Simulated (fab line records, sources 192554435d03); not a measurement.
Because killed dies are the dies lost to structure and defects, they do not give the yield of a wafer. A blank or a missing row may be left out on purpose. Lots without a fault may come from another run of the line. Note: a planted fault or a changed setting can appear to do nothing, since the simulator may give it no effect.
Lot-split experiment + flow n5-finfet + 21 wafers read across 7 lots, on a route 1938 steps long

## ABOUT THE SPLIT
At N5_BEOL_M11_COAT_59 (time 60 s, resist thk 100 nm), the setting spin-rpm was moved away from the recipe's 1500 rpm on 6 of the 21 wafers read, by -10.5% to +10.2%. For the rest of the wafers, this setting stayed at what the recipe calls for.

## FROM THE SPLIT TO THE READING: what the file shows between them, 7 steps
- N5_BEOL_M11_COAT_60: time 60 s, resist thk 30 nm
- N5_BEOL_M11_COAT_05: resist thk 90 nm
- N5_BEOL_M11_DESCUM_16: chemistry O2, time 7.9 s
- N5_BEOL_M11_ETCH_61: etches SiARC in CF4, target depth 39 nm, time 65 s
- N5_BEOL_M11_ETCH_62: etches SOC in N2/H2, target depth 110 nm, overetch 22 nm, time 165 s
- N5_BEOL_M11_STRIP_68: strips in N2/H2
- N5_BEOL_M11_STRIP_67: strips in CF4

## THE READING
SOC_of_BEOL_M11_COAT_59.thk-nm (the simulator's own value, which no gauge read), in nm, at N5_BEOL_M11_HM_OPEN_17 (chemistry Cl2/BCl3, target TiN, target depth 20 nm, overetch 6 nm). No usual value for it is given in the file. Average 92.0 nm, standard deviation 0.39 nm, over the 15 wafers here run with the recipe.

| wafer  | tool, chamber at the split | spin-rpm as run, rpm | against the recipe | SOC_of_BEOL_M11_COAT_59.thk-nm, nm | against lot-mates on the recipe |
|--------|----------------------------|----------------------|--------------------|------------------------------------|---------------------------------|
| L074.3 | litho-track-01, 0          | 1500                 | recipe             | 91.8                               | -                               |
| L074.4 | litho-track-01, 0          | 1500                 | recipe             | 92                                 | -                               |
| L074.5 | litho-track-01, 0          | 1500                 | recipe             | 91.4                               | -                               |
| L076.1 | litho-track-04, 0          | 1500                 | recipe             | 92.2                               | -                               |
| L076.4 | litho-track-04, 0          | 1500                 | recipe             | 92.4                               | -                               |
| L076.6 | litho-track-04, 0          | 1640                 | +9.3%              | 87.6                               | -4.7                            |
| L080.2 | litho-track-01, 0          | 1500                 | recipe             | 92                                 | -                               |
| L080.5 | litho-track-01, 0          | 1500                 | recipe             | 91.4                               | -                               |
| L080.6 | litho-track-01, 0          | 1500                 | recipe             | 91.8                               | -                               |
| L081.3 | litho-track-05, 0          | 1500                 | recipe             | 92                                 | -                               |
| L081.4 | litho-track-05, 0          | 1343                 | -10.5%             | 97.8                               | +5.8                            |
| L081.6 | litho-track-05, 0          | 1343                 | -10.5%             | 97.6                               | +5.6                            |
| L088.1 | litho-track-05, 0          | 1500                 | recipe             | 91.8                               | -                               |
| L088.2 | litho-track-05, 0          | 1500                 | recipe             | 91.6                               | -                               |
| L088.5 | litho-track-05, 0          | 1500                 | recipe             | 92                                 | -                               |
| L090.1 | litho-track-04, 0          | 1653                 | +10.2%             | 87.8                               | -5.0                            |
| L090.4 | litho-track-04, 0          | 1653                 | +10.2%             | 87.6                               | -5.2                            |
| L090.6 | litho-track-04, 0          | 1500                 | recipe             | 92.8                               | -                               |
| L097.1 | litho-track-01, 0          | 1500                 | recipe             | 92.2                               | -                               |
| L097.2 | litho-track-01, 0          | 1500                 | recipe             | 92.6                               | -                               |
| L097.5 | litho-track-01, 0          | 1424                 | -5.1%              | 95                                 | +2.6                            |

THE FIT
A straight line over all 21 wafers: SOC_of_BEOL_M11_COAT_59.thk-nm changes by -0.489 nm for each +1% of spin-rpm; r = -0.99; the points scatter about the line by 0.44 nm.
The same after taking each lot's own level away (the mean of its wafers on the recipe; 21 wafers): -0.52 nm for each +1%; r = -1.00; scatter 0.2 nm.
That fit puts the effect of the largest move of spin-rpm on the reading at 5.4 nm.
The lots' own levels span 91.73 to 92.80 nm, that is 2.8 times the standard deviation above.
The two slopes are in agreement: the lot-to-lot level therefore moves the slope only a little.
Check: with one of the wafers moved furthest among these (-10.5%) left out of the fit, the line predicts +5.38 nm for it against its lot-mates. Against them it came out at +5.8 nm.

## FURTHER SPLITS ON THESE WAFERS
Note: prior to the reading, these wafers also went through further splits. Each is held against what the fit with the lots' levels taken away leaves over:
| other split on the same wafers | wafers away from the commonest value | r with SOC_of_BEOL_M11_COAT_59.thk-nm (lot level and that fit taken away) |
|--------------------------------|--------------------------------------|---------------------------------------------------------------------------|
| N5_BEOL_M9_ETCH_62 time-s      | 5                                    | -0.10                                                                     |
| N5_BEOL_M9_COAT_22 spin-rpm    | 8                                    | +0.27                                                                     |
| N5_BEOL_M9_DEP_56 time-s       | 7                                    | +0.24                                                                     |
| N5_BEOL_M10_COAT_05 spin-rpm   | 5                                    | -0.08                                                                     |
| N5_BEOL_M11_PECVD_70 temp-c    | 6                                    | +0.26                                                                     |

## THE WHOLE CHAIN: every reading that the file lists as answering this split, in the file's order
| step                   | what it does                                                         | reading                                                                         | change (the file's fit)               | r (the file's) |
|------------------------|----------------------------------------------------------------------|---------------------------------------------------------------------------------|---------------------------------------|----------------|
| N5_BEOL_M11_COAT_59    | time 60 s, resist thk 100 nm                                         | SOC_of_BEOL_M11_COAT_59.thk-nm (the simulator's own value, which no gauge read) | -0.511 nm for each +1% of the setting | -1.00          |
| N5_BEOL_M11_ETCH_62    | etches SOC in N2/H2, target depth 110 nm, overetch 22 nm, time 165 s | etch.depth-nm (the simulator's own value, which no gauge read)                  | -0.512 nm for each +1% of the setting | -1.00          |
| N5_BEOL_M11_HM_OPEN_17 | chemistry Cl2/BCl3, target TiN, target depth 20 nm, overetch 6 nm    | SOC_of_BEOL_M11_COAT_59.thk-nm (the simulator's own value, which no gauge read) | -0.517 nm for each +1% of the setting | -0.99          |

## THE FILE'S OWN FIT
SOC_of_BEOL_M11_COAT_59.thk-nm changes by -0.517 nm for each +1% of spin-rpm, r = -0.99.
